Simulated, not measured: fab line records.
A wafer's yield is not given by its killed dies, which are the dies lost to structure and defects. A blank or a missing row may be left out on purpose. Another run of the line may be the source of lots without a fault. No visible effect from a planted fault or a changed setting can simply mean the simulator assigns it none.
Chamber matching | flow n5-finfet | N5_GATE_CUT_ETCH_58 on rie-diel-05 has 4 sister chambers
The step etches SiNx in CH3F/O2, target depth 17 nm, time 128.6 s. 18 wafers are shown with their chamber, then 9 later ones without.

WAFERS WITH THEIR CHAMBER
wafer  | chamber | showerhead-plenum-p-Torr (Torr) | throttle-valve-pct (%) | oes-product-au (a.u.)
L075.1 | 3       | 2.08                            | 16.39                  | 0.74
L075.3 | 0       | 2.12                            | 16.29                  | 0.88
L075.5 | 3       | 2.08                            | 16.39                  | 0.72
L076.1 | 1       | 1.93                            | 16.70                  | 0.74
L076.2 | 3       | 2.08                            | 16.40                  | 0.73
L076.5 | 1       | 1.93                            | 16.67                  | 0.74
L081.1 | 3       | 2.07                            | 16.40                  | 0.73
L081.2 | 0       | 2.12                            | 16.32                  | 0.86
L081.3 | 1       | 1.92                            | 16.70                  | 0.73
L083.2 | 1       | 1.92                            | 16.71                  | 0.73
L083.5 | 1       | 1.92                            | 16.71                  | 0.73
L083.6 | 2       | 2.08                            | 16.39                  | 0.72
L086.1 | 2       | 2.08                            | 16.41                  | 0.71
L086.3 | 0       | 2.11                            | 16.34                  | 0.86
L086.4 | 3       | 2.07                            | 16.42                  | 0.71
L088.2 | 2       | 2.08                            | 16.42                  | 0.73
L088.5 | 1       | 1.92                            | 16.74                  | 0.73
L088.6 | 2       | 2.08                            | 16.41                  | 0.72

SIGNATURES (averages over the wafers above)
reading                  | chamber 0 | chamber 1 | chamber 2 | chamber 3 | scatter within a chamber
showerhead-plenum-p-Torr | 2.1167    | 1.9233    | 2.0800    | 2.0760    | 0.00478
throttle-valve-pct       | 16.3167   | 16.7050   | 16.4075   | 16.4000   | 0.0187
oes-product-au           | 0.8667    | 0.7333    | 0.7200    | 0.7260    | 0.00894
Rule: for each reading, subtract the chamber's mean from the wafer's reading, divide by that reading's scatter and square the result; add these up over the readings and take the root, which gives the wafer's distance from the chamber. The wafer belongs to the nearest chamber; if the next one is less than 2 further off, it can't be placed. The scatter: take each reading less its chamber's mean, square it, sum over the shown wafers, divide by the number of wafers less the number of chambers, and take the root.

WAFERS MISSING THEIR CHAMBER
wafer  | showerhead-plenum-p-Torr (Torr) | throttle-valve-pct (%) | oes-product-au (a.u.)
L089.2 | 2.11                            | 16.34                  | 0.86
L089.3 | 1.92                            | 16.72                  | 0.72
L089.6 | 2.08                            | 16.41                  | 0.71
L090.1 | 2.11                            | 16.35                  | 0.85
L090.2 | 2.07                            | 16.42                  | 0.71
L090.3 | 2.07                            | 16.41                  | 0.72
L093.1 | 2.11                            | 16.36                  | 0.84
L093.3 | 2.07                            | 16.41                  | 0.71
L093.5 | 1.92                            | 16.76                  | 0.71

WHICH CHAMBER EACH WENT THROUGH
wafer  | from the rows above     | in truth
L089.2 | 0                       | 0
L089.3 | 1                       | 1
L089.6 | can't be placed: 2 or 3 | 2
L090.1 | 0                       | 0
L090.2 | can't be placed: 3 or 2 | 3
L090.3 | can't be placed: 3 or 2 | 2
L093.1 | 0                       | 0
L093.3 | can't be placed: 3 or 2 | 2
L093.5 | 1                       | 1
Correct placement for 5 of the 9. Can't be placed from these rows: 4 (the true chamber is among the candidates in 4). 0 placed wrongly.
